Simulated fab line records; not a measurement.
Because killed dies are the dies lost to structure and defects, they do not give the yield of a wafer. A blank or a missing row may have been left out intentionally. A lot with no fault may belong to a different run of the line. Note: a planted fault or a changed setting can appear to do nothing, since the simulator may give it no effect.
Chamber matching || flow n5_finfet || 4 sister chambers for N5_HKMG_FIN_ETCH_54 on rie_diel-04
The step etches SiARC in CF4, target depth 45.5 nm, time 75.8 s. 18 wafers are shown with their chamber, then 9 later ones without.

## WAFERS PAIRED WITH THEIR CHAMBERS
{"wafer": "L075.1", "chamber": 3, "drypump_motor_current_A (A)": 5.5, "throttle_valve_pct (%)": 15.51, "showerhead_plenum_p_Torr (Torr)": 2.17}
{"wafer": "L075.4", "chamber": 2, "drypump_motor_current_A (A)": 5.1, "throttle_valve_pct (%)": 15.25, "showerhead_plenum_p_Torr (Torr)": 2.19}
{"wafer": "L075.5", "chamber": 3, "drypump_motor_current_A (A)": 5.5, "throttle_valve_pct (%)": 15.52, "showerhead_plenum_p_Torr (Torr)": 2.17}
{"wafer": "L077.3", "chamber": 1, "drypump_motor_current_A (A)": 5.5, "throttle_valve_pct (%)": 15.66, "showerhead_plenum_p_Torr (Torr)": 2.13}
{"wafer": "L077.4", "chamber": 0, "drypump_motor_current_A (A)": 6.3, "throttle_valve_pct (%)": 15.07, "showerhead_plenum_p_Torr (Torr)": 2.19}
{"wafer": "L077.6", "chamber": 1, "drypump_motor_current_A (A)": 5.5, "throttle_valve_pct (%)": 15.65, "showerhead_plenum_p_Torr (Torr)": 2.13}
{"wafer": "L082.2", "chamber": 3, "drypump_motor_current_A (A)": 5.5, "throttle_valve_pct (%)": 15.56, "showerhead_plenum_p_Torr (Torr)": 2.16}
{"wafer": "L082.3", "chamber": 1, "drypump_motor_current_A (A)": 5.5, "throttle_valve_pct (%)": 15.67, "showerhead_plenum_p_Torr (Torr)": 2.12}
{"wafer": "L082.6", "chamber": 3, "drypump_motor_current_A (A)": 5.5, "throttle_valve_pct (%)": 15.53, "showerhead_plenum_p_Torr (Torr)": 2.16}
{"wafer": "L086.2", "chamber": 2, "drypump_motor_current_A (A)": 5.1, "throttle_valve_pct (%)": 15.29, "showerhead_plenum_p_Torr (Torr)": 2.18}
{"wafer": "L086.3", "chamber": 1, "drypump_motor_current_A (A)": 5.5, "throttle_valve_pct (%)": 15.68, "showerhead_plenum_p_Torr (Torr)": 2.12}
{"wafer": "L086.5", "chamber": 0, "drypump_motor_current_A (A)": 6.3, "throttle_valve_pct (%)": 15.12, "showerhead_plenum_p_Torr (Torr)": 2.18}
{"wafer": "L092.1", "chamber": 2, "drypump_motor_current_A (A)": 5.2, "throttle_valve_pct (%)": 15.31, "showerhead_plenum_p_Torr (Torr)": 2.18}
{"wafer": "L092.4", "chamber": 0, "drypump_motor_current_A (A)": 6.3, "throttle_valve_pct (%)": 15.13, "showerhead_plenum_p_Torr (Torr)": 2.18}
{"wafer": "L092.6", "chamber": 1, "drypump_motor_current_A (A)": 5.5, "throttle_valve_pct (%)": 15.71, "showerhead_plenum_p_Torr (Torr)": 2.12}
{"wafer": "L093.3", "chamber": 1, "drypump_motor_current_A (A)": 5.5, "throttle_valve_pct (%)": 15.73, "showerhead_plenum_p_Torr (Torr)": 2.11}
{"wafer": "L093.4", "chamber": 0, "drypump_motor_current_A (A)": 6.2, "throttle_valve_pct (%)": 15.15, "showerhead_plenum_p_Torr (Torr)": 2.18}
{"wafer": "L093.6", "chamber": 0, "drypump_motor_current_A (A)": 6.3, "throttle_valve_pct (%)": 15.14, "showerhead_plenum_p_Torr (Torr)": 2.18}

SIGNATURES (averages over the wafers above)
{"reading": "drypump_motor_current_A", "chamber 0": 6.280, "chamber 1": 5.500, "chamber 2": 5.133, "chamber 3": 5.500, "scatter within a chamber": 0.0324}
{"reading": "throttle_valve_pct", "chamber 0": 15.1220, "chamber 1": 15.6833, "chamber 2": 15.2833, "chamber 3": 15.5300, "scatter within a chamber": 0.0291}
{"reading": "showerhead_plenum_p_Torr", "chamber 0": 2.1820, "chamber 1": 2.1217, "chamber 2": 2.1833, "chamber 3": 2.1650, "scatter within a chamber": 0.00615}
Rule: a wafer's distance from a chamber is the root of the sum, over the readings, of the square of ((its reading less the chamber's mean) divided by the reading's scatter). The wafer belongs to the nearest chamber; if the next one is less than 2 further off, it can't be placed. The scatter is the square root of a quotient: the sum, over the shown wafers, of each reading's squared deviation from its chamber's mean, divided by wafers minus chambers.

## WAFERS WHOSE CHAMBER IS MISSING
{"wafer": "L094.1", "drypump_motor_current_A (A)": 5.5, "throttle_valve_pct (%)": 15.73, "showerhead_plenum_p_Torr (Torr)": 2.11}
{"wafer": "L094.2", "drypump_motor_current_A (A)": 6.2, "throttle_valve_pct (%)": 15.15, "showerhead_plenum_p_Torr (Torr)": 2.18}
{"wafer": "L094.6", "drypump_motor_current_A (A)": 5.2, "throttle_valve_pct (%)": 15.31, "showerhead_plenum_p_Torr (Torr)": 2.18}
{"wafer": "L095.1", "drypump_motor_current_A (A)": 6.2, "throttle_valve_pct (%)": 15.14, "showerhead_plenum_p_Torr (Torr)": 2.18}
{"wafer": "L095.2", "drypump_motor_current_A (A)": 5.1, "throttle_valve_pct (%)": 15.33, "showerhead_plenum_p_Torr (Torr)": 2.18}
{"wafer": "L095.4", "drypump_motor_current_A (A)": 5.5, "throttle_valve_pct (%)": 15.60, "showerhead_plenum_p_Torr (Torr)": 2.15}
{"wafer": "L096.2", "drypump_motor_current_A (A)": 5.5, "throttle_valve_pct (%)": 15.74, "showerhead_plenum_p_Torr (Torr)": 2.11}
{"wafer": "L096.4", "drypump_motor_current_A (A)": 6.2, "throttle_valve_pct (%)": 15.13, "showerhead_plenum_p_Torr (Torr)": 2.18}
{"wafer": "L096.5", "drypump_motor_current_A (A)": 6.2, "throttle_valve_pct (%)": 15.16, "showerhead_plenum_p_Torr (Torr)": 2.18}

## WHICH CHAMBER EACH ONE RAN IN
{"wafer": "L094.1", "from the rows above": 1, "in truth": 1}
{"wafer": "L094.2", "from the rows above": 0, "in truth": 0}
{"wafer": "L094.6", "from the rows above": 2, "in truth": 2}
{"wafer": "L095.1", "from the rows above": 0, "in truth": 0}
{"wafer": "L095.2", "from the rows above": 2, "in truth": 2}
{"wafer": "L095.4", "from the rows above": "can't be placed: 3 or 1", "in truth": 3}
{"wafer": "L096.2", "from the rows above": 1, "in truth": 1}
{"wafer": "L096.4", "from the rows above": 0, "in truth": 0}
{"wafer": "L096.5", "from the rows above": 0, "in truth": 0}
Placed correctly: 8 of 9. From these rows, 1 cannot be placed; in 1 the true chamber is one of the candidates. Number placed wrongly: 0.
